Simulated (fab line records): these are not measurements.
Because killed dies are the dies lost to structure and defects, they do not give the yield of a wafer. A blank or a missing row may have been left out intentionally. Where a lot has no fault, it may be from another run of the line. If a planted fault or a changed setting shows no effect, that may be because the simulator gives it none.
fab line records -- flow n5Finfet
record: lots: 3, wafers: 8, lastDay: 17
route steps=1938 shown MOL_CONTACT_COAG@623 BEOL_M0_SAQP@632 BEOL_M0@715 BEOL_M4@1111
lots that met no fault: from a run of the same line without faults
startH: hours from the record's first day to the start of the lot's first wafer shown -- waitH: how many hours have passed since the lot's step before this one -- " the same as in the row above -- L1.1+2: a row that stands for several wafers -- - no value, or no start was given -- * or withheld: withheld -- < > ~ a bound
route shown NAME@n: NAME is a module with steps in the file, n the number in the route of the first one -- usual: the fault-free wafers' mean and standard deviation -- same: alike in all rows -- chamber/n: place in a boat -- sites: each site's reading -- _std_site: the standard deviation of these -- _edge_site: inner sites' mean taken away from outer sites' mean -- radiusMm: how far each site lies from the wafer's centre -- mask NAME#n: copy n -- behind: tool/chamber where the wafer was last shaped -- hold: cause of the lot's hold/its duration in hours/its outcome -- device: whichever transistor did not switch (one of n, p or np) -- end of line: the route-end tests of the same wafers -- for a step that has no rows: nothing shown but its recipe -- killed: the dies lost at the first sort to structure and to defects; this is not the yield of the wafer -- map: dies across one wafer; x = killed, . = not, _ = none there
set.NAME: the run value of the setting; set.NAME@STEP: its run value at that earlier step -- model.NAME: the simulator's own value behind a step, which no gauge read
certain route steps with their lots: each step a table, each wafer a row
services: a tool's chamber out of use, with start hour (startH, from the record's first day; less than 0 if before it), hours out, and reason
== steps ==
step: N5_MOL_CONTACT_COAG_PRE_CLEAN_121
recipe: gas: H2/He, timeS: *, tempC: withheld
step: N5_MOL_CONTACT_COAG_CVD_140
recipe: material: W, targetThkA: 665, mode: selectiveFill, tempC: 300, timeS: 215
step: N5_MOL_CONTACT_COAG_PRECLEAN_127
recipe: chemistry: DIW, timeS: 57.5, tempC: 23
step: N5_MOL_CONTACT_COAG_SRD_128
recipe: dryTimeS: 32, dry: n2Spin, spinRpm: 1500
step: N5_MOL_CONTACT_COAG_CMP_52
recipe: stopOn: SiO2, tOverpolishS: 1.5, postCmpClean: wDiluteNh4oh, downForcePsi: 4, platenRpm: 50.289, padVelocityMS: 1.0006, targetThkNm: 66.5
step: N5_MOL_CONTACT_COAG_ANNEAL_112
recipe: tempC: 400, timeS: 1800, ambient: HPD2, pressureAtm: 10
step: N5_BEOL_M0_SAQP_PECVD_00
recipe: material: SiCN, targetThkA: 80, tempC: withheld, precursor: 3MS/NH3, pressureTorr: 3, rfW: 202, timeS: 14
step: N5_BEOL_M0_SAQP_ILD_DEP_01
recipe: material: SiOC, targetThkA: 454.19, tempC: 350, precursor: DEMS/O2, pressureTorr: 5, rfW: 500, timeS: 8.7
step: N5_BEOL_M0_SAQP_HM_DEP_02
recipe: material: TiN, targetThkA: 120, tempC: 25, chamberPressurePa: 0.49996
step: N5_BEOL_M0_SAQP_PECVD_03
recipe: material: SiCN, targetThkA: 120, tempC: withheld, precursor: 3MS/NH3, pressureTorr: 3, rfW: 202, timeS: 21.1
usual: showerheadPlenumPTorr: 3.662/0.018, throttleValvePct: 8.9/0.33
lot.wafer,tool,chamber,startH,waitH,showerheadPlenumPTorr,throttleValvePct,model.SiCN_of_BEOL_M0_SAQP_PECVD_03.thkNm
L605.1,pecvd-04,2,120.74,0.1,3.687,9.0,11.8
L605.2,pecvd-04,1,120.74,0.1,3.656,9.5,11.6
L605.5,pecvd-04,2,120.74,0.1,3.677,8.6,12
L609.1,pecvd-04,2,143.31,0.1,3.683,8.7,13
L609.3,pecvd-04,0,143.31,0.1,3.687,9.1,12
L609.4,pecvd-04,1,143.31,0.1,3.656,9.4,11.8
L620.1,pecvd-01,2,210.15,0.1,3.647,8.7,12
L620.5,pecvd-01,2,210.15,0.1,3.659,8.9,12.4
step: N5_BEOL_M0_SAQP_PECVD_96
recipe: material: a-Si, targetThkA: 450, tempC: 350, precursor: SiH4/He, pressureTorr: 3, rfW: 100, timeS: 45.2
step: N5_BEOL_M0_SAQP_PECVD_97
recipe: material: SiNx, targetThkA: 230, tempC: 350, precursor: SiH4/NH3/N2, pressureTorr: 1.5, rfW: 300, timeS: 19.9
step: N5_BEOL_M0_SAQP_PECVD_04
recipe: material: a-Si, targetThkA: 600, tempC: 350, precursor: SiH4/He, pressureTorr: 3, rfW: 100, timeS: 60.2
step: N5_BEOL_M0_SAQP_HM_DEP_111
recipe: material: SiO2, targetThkA: 120, tempC: 400, precursor: SiH4/N2O, pressureTorr: 0.75, rfW: 275, timeS: 7.2
step: N5_BEOL_M0_SAQP_COAT_81
recipe: resist: SOC, tempC: 250, timeS: 60, spinRpm: 1500, resistThkNm: 100
step: N5_BEOL_M0_SAQP_COAT_82
recipe: resist: SiARC, tempC: 220, timeS: 60, spinRpm: 1500, resistThkNm: 30
step: N5_BEOL_M0_SAQP_COAT_08
recipe: resist: CAR-ArF, spinRpm: 1500, resistThkNm: 90
step: N5_BEOL_M0_SAQP_EBR_10
recipe: solvent: PGMEA, ebrWidthMm: 1.5
step: N5_BEOL_M0_SAQP_SOFTBAKE_09
recipe: tempC: 110, timeS: 60, resist: CAR-ArF
step: N5_BEOL_M0_SAQP_EXPOSE_11
recipe: maskId: M0_CORE, na: 1.35, sourceShape: dipole, sigmaInner: 0.538, sigmaOuter: 0.738, polarization: te, targetCdNm: 42, doseMj: 55
step: N5_BEOL_M0_SAQP_PEB_12
recipe: pebTempC: withheld, pebTimeS: 60, resist: CAR-ArF
step: N5_BEOL_M0_SAQP_DEVELOP_13
recipe: developTimeS: 30, developer: TMAH, resist: CAR-ArF, devTempC: 23, rinseLiquid: diw, dry: airSpin
step: N5_BEOL_M0_SAQP_DESCUM_19
recipe: chemistry: O2, timeS: 7.9, sourcePowerW: 50, biasPowerW: 20, pressureMtorr: 20, rfFrequencyHz: 2.712e+07, tempC: 40, resist: CAR-ArF, o2FlowSccm: 225
step: N5_BEOL_M0_SAQP_ETCH_83
recipe: chemistry: CF4, target: SiARC, targetDepthA: 390, maskMaterial: CAR-ArF, timeS: 65, ionEnergyEv: 80, pressureMtorr: 40, sourceW: 545, biasW: 36, Ar_flow_sccm: 100, cf4FlowSccm: 100, ends: cleared
step: N5_BEOL_M0_SAQP_ETCH_84
recipe: chemistry: N2/H2, target: SOC, targetDepthA: 1000, overetchA: 200, maskMaterial: SiARC, tempC: 40, timeS: 150, ionEnergyEv: 200, pressureMtorr: 30, sourceW: 840, biasW: 150, n2FlowSccm: 200, h2FlowSccm: 200
step: N5_BEOL_M0_SAQP_STRIP_80
recipe: chemistry: N2/H2, tempC: 40, n2FlowSccm: 200, h2FlowSccm: 200, rfFrequencyHz: 6e+07
step: N5_BEOL_M0_SAQP_HM_OPEN_112
recipe: chemistry: CHF3/O2, target: SiO2, stopOn: a-Si, targetDepthA: 120, overEtchFrac: 1.25, maskMaterial: SOC, timeS: 13.5, pressureMtorr: 30, sourceW: 650, biasW: 170, Ar_flow_sccm: 200, CHF3_flow_sccm: 50, O2_flow_sccm: 5, ionEnergyEv: 200, ends: endPoint
step: N5_BEOL_M0_SAQP_STRIP_113
recipe: chemistry: CHF3/O2, resist: SiARC, rfFrequencyHz: 6e+07
step: N5_BEOL_M0_SAQP_MANDREL_ETCH_20
recipe: targetDepthA: 600, chemistry: HBr/Cl2, target: a-Si, stopOn: SiNx, btTimeS: 10, maskMaterial: SOC, overEtchFrac: 0.5, timeS: 30, pressureMtorr: 10, icpW: 800, biasW: 75, HBr_flow_sccm: 150, Cl2_flow_sccm: 80, ends: endPoint
step: N5_BEOL_M0_SAQP_STRIP_86
recipe: chemistry: N2/H2, powerW: 500, tempC: 40, pressureMtorr: 50, rfFrequencyHz: 6e+07, overashFraction: 0.3, biasPowerW: 28, h2Frac: 0.5, n2FlowSccm: 300, h2FlowSccm: 300
step: N5_BEOL_M0_SAQP_STRIP_115
recipe: chemistry: postEtchResidueRemover, timeS: 60, tempC: 25, removerPh: withheld, removerWaterWtPct: withheld, removerFluorideWtPct: withheld
step: N5_BEOL_M0_SAQP_SRD_93
recipe: dry: ipaMarangoni, timeS: 30, tempC: 23, rinseLiquid: diw
step: N5_BEOL_M0_SAQP_RECESS_114
recipe: chemistry: HF/NH3, target: SiO2, targetDepthA: 144, afsCycles: 3, tempC: 30, sublimationTempC: 180, sublimationTimeS: 60
step: N5_BEOL_M0_SAQP_SPACER1_ALD_98
recipe: material: SiO2, targetThkA: 128, tempC: 300, aldPrecursorFamily: BDEAS, aldCoReactant: O2-plasma, pulseTimeS: 1, purgeTimeS: 2, coReactantPurgeTimeS: 2, aldCycles: 138, pressureTorr: 2
step: N5_BEOL_M0_SAQP_SPACER1_ETCHBACK_99
recipe: chemistry: CHF3/O2, mode: anisotropicEtchback, target: SiO2, targetDepthA: 154, timeS: 7.7, pressureMtorr: 30, sourceW: 650, biasW: 170, Ar_flow_sccm: 200, CHF3_flow_sccm: 50, O2_flow_sccm: 5, ionEnergyEv: 200
step: N5_BEOL_M0_SAQP_RECESS_109
recipe: chemistry: HF/NH3, target: SiO2, targetDepthA: 30, afsCycles: 1, tempC: 30, sublimationTempC: 180, sublimationTimeS: 60
usual: drypumpMotorCurrentA: 5.9/0.3
lot.wafer,tool,chamber,startH,waitH,drypumpMotorCurrentA,model.SiCN_of_BEOL_M0_SAQP_PECVD_03.thkNm
L605.1,vaporEtch-01,1,124.17,0.0,5.7,8.4
L605.2,vaporEtch-01,0,124.17,0.0,6.2,8.4
L605.5,vaporEtch-01,1,124.17,0.0,5.7,8.4
L609.1,vaporEtch-01,1,147.17,0.0,5.7,9.4
L609.3,vaporEtch-01,1,147.17,0.0,5.7,8.4
L609.4,vaporEtch-01,0,147.17,0.0,6.2,8.4
L620.1,vaporEtch-02,0,213.61,0.0,5.4,8.4
L620.5,vaporEtch-02,1,213.61,0.0,5.9,9
step: N5_BEOL_M0_ETCH_138
recipe: chemistry: CH3F/O2, targetDepthA: 120, target: SiCN, timeS: 31.6, ionEnergyEv: 120, pressureMtorr: 30, sourceW: 395, biasW: 75, Ar_flow_sccm: 150, CH3F_flow_sccm: 30, O2_flow_sccm: 20, ends: cleared
usual: biasW: 75.01/0.22, drypumpMotorCurrentA: 5.5/0.43, etchRfOnTimeS: 29.0/0.92, oesProductAu: 0.72/0.073, rfVppV: 297.5/1.6, showerheadPlenumPTorr: 2.01/0.071, throttleValvePct: 16.25/0.23
lot.wafer,tool,chamber,startH,waitH,biasW,drypumpMotorCurrentA,etchRfOnTimeS,oesProductAu,rfHoursCounterH,rfVppV,showerheadPlenumPTorr,throttleValvePct,model.etch.depthNm
L605.1,rieDiel-04,3,127.35,0.0,74.58,5.9,28.2,0.59,250,294.4,1.88,16.69,8.385
L605.2,rieDiel-04,2,127.35,0.0,75.24,5.4,28.5,0.71,72,298.3,2.03,15.98,8.332
L605.5,rieDiel-04,2,127.35,0.0,75.19,5.4,29.1,0.71,-,298.1,2.03,15.97,8.476
L609.1,rieDiel-03,3,150.24,0.0,74.84,5.5,32.4,0.69,82,298.9,2.10,16.09,9.473
L609.3,rieDiel-03,1,150.24,0.0,74.91,5.3,27.7,0.80,26,299.8,2.14,15.93,8.476
L609.4,rieDiel-03,3,150.24,0.0,75.22,5.5,28.6,0.68,-,299.9,2.10,16.09,8.312
L620.1,rieDiel-01,1,216.64,0.0,74.63,5.2,28.4,0.77,14,298.3,2.04,16.07,8.481
L620.5,rieDiel-01,0,216.64,0.0,75.08,5.5,30.1,0.75,-,296.7,1.97,16.22,9.007
step: N5_BEOL_M0_HM_OPEN_105
recipe: chemistry: Cl2/BCl3, targetDepthA: 120, target: TiN, ionEnergyEv: 150, pressureMtorr: 10, icpW: 1000, biasW: 126, Cl2_flow_sccm: 53.25, bcl3FlowSccm: 21.75, Ar_flow_sccm: 25
usual: biasW: 126.0/0.34, drypumpMotorCurrentA: 5.5/0.46, oesProductAu: 0.70/0.079, throttleValvePct: 21.77/0.16
lot.wafer,tool,chamber,startH,waitH,biasW,drypumpMotorCurrentA,oesProductAu,rfHoursCounterH,throttleValvePct,model.SiO2_of_BEOL_M0_SAQP_SPACER2_ALD_26.thkNm
L605.1,rieMetal-01,0,133.32,5.9,125.4,4.8,0.64,118,21.66,2.6
L605.2,rieMetal-01,1,133.32,5.9,125.6,5.8,0.86,22,21.76,2.6
L605.5,rieMetal-01,0,133.32,5.9,125.9,4.8,0.63,-,21.66,2.8
L609.1,rieMetal-02,1,151.88,1.6,126.6,5.5,0.75,50,21.64,2.6
L609.3,rieMetal-02,1,151.88,1.6,126.4,5.5,0.75,-,21.65,2.8
L609.4,rieMetal-02,0,151.88,1.6,126.0,5.8,0.66,-,21.79,3
L620.1,rieMetal-03,1,229.06,12.4,126.1,4.9,0.61,125,21.70,2.6
L620.5,rieMetal-03,0,229.06,12.4,126.2,6.2,0.69,-,22.22,2.6
step: N5_BEOL_M0_ETCH_128
recipe: chemistry: CF4/N2, targetDepthA: 120, overetchA: 51, target: SiCN, timeS: 21.4, ionEnergyEv: 150, pressureMtorr: 40, sourceW: 430, biasW: 70, Ar_flow_sccm: 100, cf4FlowSccm: 60, n2FlowSccm: 60
usual: biasW: 69.99/0.21, cf4FlowSccm: 60.01/0.18, drypumpMotorCurrentA: 5.6/0.45, oesProductAu: 0.56/0.064, rfVppV: 382.4/2.1, showerheadPlenumPTorr: 2.21/0.079, throttleValvePct: 15.39/0.23
same: timeS: 21.4
lot.wafer,tool,chamber,startH,waitH,biasW,cf4FlowSccm,drypumpMotorCurrentA,oesProductAu,rfHoursCounterH,rfVppV,showerheadPlenumPTorr,throttleValvePct,model.etch.depthNm
L605.1,rieDiel-04,1,133.65,0.0,70.00,60.06,6.5,0.61,32,382.7,2.17,15.60,8.385
L605.2,rieDiel-04,0,133.65,0.0,69.98,60.19,5.1,0.47,247,382.4,2.17,15.78,8.332
L605.5,rieDiel-04,1,133.65,0.0,70.10,60.11,6.5,0.61,-,379.6,2.17,15.59,8.476
L609.1,rieDiel-04,2,152.51,0.3,70.14,60.13,5.4,0.60,83,384.0,2.23,15.10,9.473
L609.3,rieDiel-04,0,152.51,0.3,69.95,59.88,5.1,0.46,256,380.1,2.17,15.81,8.476
L609.4,rieDiel-04,0,152.51,0.3,69.84,59.98,5.1,0.46,-,381.9,2.17,15.81,8.312
L620.1,rieDiel-01,0,229.42,0.0,69.72,59.76,5.5,0.58,33,381.0,2.16,15.32,8.481
L620.5,rieDiel-01,3,229.42,0.0,70.20,59.65,4.9,0.61,-,382.2,2.24,15.21,9.007
step: N5_BEOL_M4_RC_MEAS_101
usual: DIBL_N: 36.5/1.9, DIBL_P: 36.4/2.2, IOFF_N: 0.17/0.034, IOFF_P: 0.21/0.036, ION_N: 678/12, ION_P: 462/7.1, SS_N: 71.7/0.61, SS_P: 73.4/0.71, VT_N: 249/3.5, VT_P: -251/3
lot.wafer,tool,chamber,startH,waitH,DIBL_N[mV/V],DIBL_P[mV/V],IOFF_N[nA/um],IOFF_P[nA/um],ION_N[uA/um],ION_P[uA/um],SS_N[mV/dec],SS_P[mV/dec],VT_N[mV],VT_P[mV]
L605.1,prober-02,0,204.20,0.0,40.9,40.2,0.25,0.27,689,463,71.9,74.5,244,-248
L605.2,prober-02,0,204.20,0.0,36.2,34.5,0.14,0.18,667,456,71.7,72.2,250,-254
L605.5,prober-02,0,204.20,0.0,37.3,37.4,0.17,0.21,678,456,71.7,73.2,248,-253
L609.1,prober-01,0,213.55,0.0,36.6,34.7,0.15,0.18,666,451,71.1,72.6,249,-256
L609.3,prober-01,0,213.55,0.0,37.3,36.4,0.16,0.19,679,453,71.2,74.4,251,-253
L609.4,prober-01,0,213.55,0.0,36.8,35.5,0.15,0.19,662,450,71.4,73.6,252,-253
L620.1,prober-01,0,299.84,0.0,38.4,39.3,0.20,0.25,689,470,71.7,73.9,244,-248
L620.5,prober-01,0,299.84,0.0,36.3,37.2,0.17,0.21,699,473,71.5,72.8,248,-250
== services ==
tool,chamber,startH,hours,kind
pecvd-04,2,105.25,2.1,scheduledDown
rieDiel-03,-,111.08,2.8,pm
rieDiel-04,3,128.01,-,clean
rieDiel-04,3,128.01,-,consumableReplace:focusRing
rieDiel-04,3,128.01,-,consumableReplace:showerhead
rieDiel-04,3,128.01,28.4,scheduledDown
rieDiel-04,3,128.01,28.4,ventCycle
rieDiel-01,0,128.11,-,clean
rieDiel-01,0,128.11,-,consumableReplace:focusRing
rieMetal-03,1,139.92,7.6,repair
rieDiel-03,1,141.39,6.8,repair
rieMetal-03,0,143.97,12.3,repair
rieDiel-03,0,149.41,9.5,repair
rieDiel-01,1,153.53,-,clean
rieDiel-04,2,165.85,1.5,repair
rieDiel-04,0,170.71,17.3,repair
rieDiel-01,3,183.63,4.1,repair
rieDiel-04,0,188.21,-,clean
rieDiel-04,0,188.21,-,consumableReplace:focusRing
rieDiel-04,0,188.21,24.3,scheduledDown
rieDiel-04,0,188.21,24.3,ventCycle
rieMetal-01,-,188.36,28.1,pm
vaporEtch-01,1,190.54,18.7,repair
rieMetal-01,-,224.85,1.7,repair
== key ==
firstSign: step: N5_BEOL_M0_ETCH_138, reading: etchRfOnTimeS, direction: up, sigmas: 3.7, usual: *, struck: *
effect none on later readings
modelEffect: step: N5_BEOL_M0_SAQP_PECVD_03, value: SiCN_of_BEOL_M0_SAQP_PECVD_03.thkNm, without: 11.8, struck: 13
modelEffect: step: N5_BEOL_M0_SAQP_RECESS_109, value: SiCN_of_BEOL_M0_SAQP_PECVD_03.thkNm, without: 8.4, struck: 9.4
modelEffect: step: N5_BEOL_M0_ETCH_138, value: etch.depthNm, without: 8.449, struck: 9.473
modelEffect: step: N5_BEOL_M0_HM_OPEN_105, value: SiO2_of_BEOL_M0_SAQP_SPACER2_ALD_26.thkNm, without: 3, struck: 2.6
modelEffect: step: N5_BEOL_M0_ETCH_128, value: etch.depthNm, without: 8.449, struck: 9.473
metAt N5_BEOL_M0_SAQP_PECVD_03
struckWafers L609.1
onsetBetween 120.74 143.31
fault: kind: processParameterDrift, tool: pecvd-04, chamber: -, onsetH: 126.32, steps: N5_BEOL_M0_SAQP_PECVD_03, channel: timeS, offset: *, shape: step, endH: 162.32, scope: struckWafersOnly, actsIn: *, stated: *
